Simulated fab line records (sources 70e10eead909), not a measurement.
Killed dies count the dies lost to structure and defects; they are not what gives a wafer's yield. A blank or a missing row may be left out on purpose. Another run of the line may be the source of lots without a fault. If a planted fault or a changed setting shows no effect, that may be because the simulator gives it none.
fab line records | flow nandHarc | part 2 of 2: steps 40 to 49 of 49
record: lots: 5 wafers: 15 lastDay: 32
route steps=1302 shown P_ZERO_WELL@40 P_STI@69
lots with no fault: from the same line, run without faults
startH: hours from the record's opening day to when the first of the lot's shown wafers began | waitH: hours since the lot's step before | " unchanged from the row above | L1.1+2: several wafers, shown together as one row | - value missing, or start not given | * or withheld: withheld | < > ~ a bound
route shown NAME@n: names a module that has steps shown in the file, with the first one's number in the route | usual: mean and standard deviation over wafers with no fault | same: alike in all rows | chamber/n: place in a boat | sites: each site's reading | _std_site: their standard deviation | _edge_site: mean of outer sites minus mean of inner sites | radiusMm: how far each site lies from the wafer's centre | mask NAME#n: copy n | behind: tool/chamber where the wafer was last shaped | hold: why the lot was held/for how many hours/how that ended | device: whichever transistor did not switch (one of n, p or np) | end of line: tests of these same wafers at the route's end | step lacking rows: just its recipe | killed: at the first sort, the dies lost to defects and structure; wafer yield is something else | map: shows each die of a wafer: x if killed, . if not, _ if none is there
set.NAME: the setting that was run; set.NAME@STEP: the one run at that earlier step | model.NAME: the simulator's own value behind a step, which no gauge read
lots at selected steps of the route; one table per step, one row per wafer
services: a tool's chamber out of use, with start hour (startH, from the record's first day; less than 0 if before it), hours out, and reason
== steps ==
step: NHARC_P_STI_EBR_05
columns lot.wafer tool chamber startH waitH
L080.1+2+3 lithoTrack-05 0 - -
L083.2+3+5 lithoTrack-02 0 - -
L084.3+4+5 lithoTrack-02 0 - -
L089.1+2+3 lithoTrack-05 0 - -
L094.1+2+3 lithoTrack-03 0 - -
step: NHARC_P_STI_EXPOSE_06
recipe: na: 0.55 targetCdNm: 200 doseMj: 37.69 maskId: P_STI
columns lot.wafer tool chamber startH waitH mask
L080.1+2+3 krfScanner-01 0 104.85 - P_STI#0
L083.2+3+5 krfScanner-04 0 134.42 - P_STI#0
L084.3+4+5 krfScanner-02 0 145.55 - P_STI#0
L089.1+2+3 krfScanner-01 0 193.99 - P_STI#0
L094.1+2+3 krfScanner-04 0 245.24 - P_STI#0
step: NHARC_P_STI_PEB_07
recipe: pebTempC: 128 pebTimeS: 80
columns lot.wafer tool chamber startH waitH
L080.1+2+3 lithoTrack-05 0 104.92 0.1
L083.2+3+5 lithoTrack-05 0 134.48 0.1
L084.3+4+5 lithoTrack-03 0 145.61 0.1
L089.1+2+3 lithoTrack-03 0 194.06 0.1
L094.1+2+3 lithoTrack-02 0 245.31 0.1
step: NHARC_P_STI_DEVELOP_08
recipe: timeS: 50 devTempC: 22
usual: developerTempC: 22.03/0.1
columns lot.wafer tool chamber startH waitH developerTempC
L080.1 lithoTrack-05 0 - - 21.96
L080.2 " 0 " " 21.78
L080.3 " 0 " " 21.85
L083.2 lithoTrack-05 0 - - 22.25
L083.3 " 0 " " 22.05
L083.5 " 0 " " 22.13
L084.3 lithoTrack-03 0 - - 22.05
L084.4 " 0 " " 22.19
L084.5 " 0 " " 21.95
L089.1 lithoTrack-03 0 - - 22.10
L089.2 " 0 " " 21.97
L089.3 " 0 " " 21.92
L094.1 lithoTrack-02 0 - - 22.04
L094.2 " 0 " " 22.13
L094.3 " 0 " " 22.09
step: NHARC_P_STI_CD_MEAS_09
recipe: targetCdNm: 200 landingEnergyEv: 500
usual: cdNm: 203.5/2.5
columns lot.wafer tool chamber startH waitH cdNm
L080.1 cdSem-01 0 105.00 - 205.0
L080.2 " 0 " " 200.4
L080.3 " 0 " " 201.8
L083.2 cdSem-02 0 134.57 - 200.1
L083.3 " 0 " " 200.9
L083.5 " 0 " " 202.4
L084.3 cdSem-03 0 145.69 - 202.4
L084.4 " 0 " " 207.5
L084.5 " 0 " " 202.6
L089.1 cdSem-01 0 194.15 - 201.7
L089.2 " 0 " " 204.4
L089.3 " 0 " " 203.2
L094.1 cdSem-02 0 245.39 - 204.2
L094.2 " 0 " " 206.0
L094.3 " 0 " " 206.0
step: NHARC_P_STI_OVL_MEAS_10
usual: overlayXNm: 3/4.9 overlayYNm: 0/6.1
columns lot.wafer tool chamber startH waitH overlayXNm overlayYNm
L080.1 overlay-01 - 105.09 - 6 -6
L080.2 " - " " 6 -6
L080.3 " - " " 7 -6
L083.2 overlay-02 - 134.66 - 2 7
L083.3 " - " " 3 7
L083.5 " - " " 2 7
L084.3 overlay-01 - 145.78 - -1 -9
L084.4 " - " " -1 -8
L084.5 " - " " -1 -9
L089.1 overlay-02 - 194.23 - 4 -11
L089.2 " - " " 4 -11
L089.3 " - " " 4 -11
L094.1 overlay-01 - 245.48 - 0 -3
L094.2 " - " " 0 -3
L094.3 " - " " 0 -2
step: NHARC_P_STI_INSPECT_11
usual: rawDefectCount: 5.5/2.8
columns lot.wafer tool chamber startH waitH rawDefectCount
L080.1 defectInspect-01 - 105.13 0.0 4
L080.2 " - " " 7
L080.3 " - " " 3
L083.2 defectInspect-01 - 134.69 0.0 5
L083.3 " - " " 3
L083.5 " - " " 9
L084.3 defectInspect-02 - 145.81 0.0 4
L084.4 " - " " 4
L084.5 " - " " 3
L089.1 defectInspect-02 - 194.27 0.0 3
L089.2 " - " " 1
L089.3 " - " " 4
L094.1 defectInspect-02 - 245.52 0.0 10
L094.2 " - " " 9
L094.3 " - " " 3
step: NHARC_P_STI_HARDBAKE_13
recipe: tempC: 118 timeS: 65
columns lot.wafer tool chamber startH waitH
L080.1+2+3 lithoTrack-05 0 105.19 0.1
L083.2+3+5 lithoTrack-03 0 134.75 0.1
L084.3+4+5 lithoTrack-02 0 145.88 0.1
L089.1+2+3 lithoTrack-05 0 194.33 0.1
L094.1+2+3 lithoTrack-05 0 245.57 0.1
step: NHARC_P_STI_DESCUM_14
recipe: timeS: 3 o2FlowSccm: 200 arFlowSccm: 0 biasPowerW: 0 chemistry: O2
usual: drypumpMotorCurrentA: 5.56/0.28 oesProductAu: 0.998/0.013 rfVppV: 57.8/0.92 showerheadPlenumPTorr: 1.89/0.072 throttleValvePct: 11.310/0.0091
columns lot.wafer tool chamber startH waitH drypumpMotorCurrentA oesProductAu rfHoursCounterH rfVppV showerheadPlenumPTorr throttleValvePct
L080.3 rieDiel-08 0 105.26 - 5.32 1.001 5 59.3 1.86 11.305
L080.2 " 2 " " 5.69 0.997 6 57.4 1.93 11.316
L080.1 " 3 " " 6.16 0.985 6 57.4 1.86 11.317
L083.3 rieDiel-02 2 134.84 - 5.92 0.999 7 56.2 1.84 11.328
L083.2 " 3 " " 5.38 0.991 8 57.8 1.96 11.304
L083.5 " 2 " " 5.91 1.006 - 57.4 1.84 11.312
L084.4 rieDiel-02 0 145.96 - 5.10 1.015 9 56.7 1.79 11.308
L084.3 " 2 " " 5.93 1.004 8 56.2 1.84 11.310
L084.5 " 3 " " 5.36 0.980 - 58.5 1.95 11.296
L089.2 rieDiel-03 2 194.40 - 5.68 1.003 3 58.2 1.86 11.307
L089.3 " 0 " " 5.35 0.970 4 58.3 2.05 11.294
L089.1 " 1 " " 5.70 1.013 4 56.8 1.90 11.312
L094.3 rieDiel-08 0 245.65 - 5.38 1.007 3 58.1 1.86 11.308
L094.2 " 1 " " 5.41 0.984 2 57.7 1.81 11.304
L094.1 " 2 " " 5.74 0.995 2 57.1 1.93 11.311
step: NHARC_P_STI_ETCH_42
recipe: targetDepthA: 800 overetchA: 240 timeS: 61 ionEnergyEv: 200 n2FlowSccm: 150 h2FlowSccm: 150 arFlowSccm: 0 rfW: 400 biasW: 150 chemistry: N2/H2
usual: drypumpMotorCurrentA: 5.56/0.28 oesProductAu: 0.996/0.013 rfVppV: 429.7/2.3 showerheadPlenumPTorr: 2.02/0.082 throttleValvePct: 14.173/0.0089
columns lot.wafer tool chamber startH waitH drypumpMotorCurrentA oesProductAu rfHoursCounterH rfVppV showerheadPlenumPTorr throttleValvePct
L080.2 rieDiel-08 1 105.35 0.1 5.41 0.981 5 426.4 1.92 14.185
L080.3 " 2 " " 5.74 1.004 6 430.5 2.06 14.176
L080.1 " 0 " " 5.33 0.996 5 427.3 1.98 14.162
L083.3 rieDiel-02 0 134.92 0.1 5.10 1.011 8 425.9 1.91 14.172
L083.2 " 1 " " 5.52 1.005 7 432.1 2.13 14.184
L083.5 " 0 " " 5.11 1.009 - 426.7 1.91 14.186
L084.4 rieDiel-02 2 146.07 0.1 5.97 0.999 8 428.5 1.96 14.162
L084.3 " 0 " " 5.11 1.016 9 425.9 1.91 14.171
L084.5 " 2 " " 5.93 0.986 - 427.6 1.96 14.153
L089.3 rieDiel-03 3 194.49 0.1 5.38 0.980 4 427.4 1.98 14.160
L089.1 " 1 " " 5.73 1.003 4 430.3 2.03 14.181
L089.2 " 2 " " 5.68 0.991 3 429.0 1.98 14.177
L094.1 rieDiel-08 0 245.75 0.1 5.33 1.002 3 428.1 1.98 14.174
L094.3 " 1 " " 5.39 0.984 2 428.8 1.92 14.172
L094.2 " 2 " " 5.74 1.005 2 430.3 2.06 14.165
== services ==
columns tool chamber startH hours kind
implanter-01 - 60.64 3.6 repair
krfScanner-03 - 64.37 0.3 repair
rieDiel-02 0 64.67 10.5 repair
wetBench-02 - 68.01 8.0 pm
lithoTrack-07 - 76.00 7.0 pm
wetBench-05 - 84.80 8.0 pm
krfScanner-02 - 95.98 2.4 repair
lithoTrack-03 - 100.00 7.0 pm
wetBench-01 - 101.60 8.0 pm
lithoTrack-05 - 124.01 7.0 pm
implanter-01 - 127.49 2.2 repair
implanter-01 - 132.78 1.6 repair
krfScanner-03 - 141.15 0.9 repair
rieDiel-04 0 145.55 14.1 repair
implanter-02 - 146.00 13.0 pm
rieDiel-04 3 175.03 9.7 repair
rieDiel-04 - 179.29 9.0 pm
wetBench-06 - 193.60 8.0 pm
wetBench-01 - 204.67 2.1 repair
implanter-01 - 207.90 6.6 repair
krfScanner-03 - 224.03 4.0 pm
lithoTrack-02 - 227.00 7.0 pm
wetBench-04 - 235.01 8.0 pm
implanter-01 - 240.81 5.8 repair
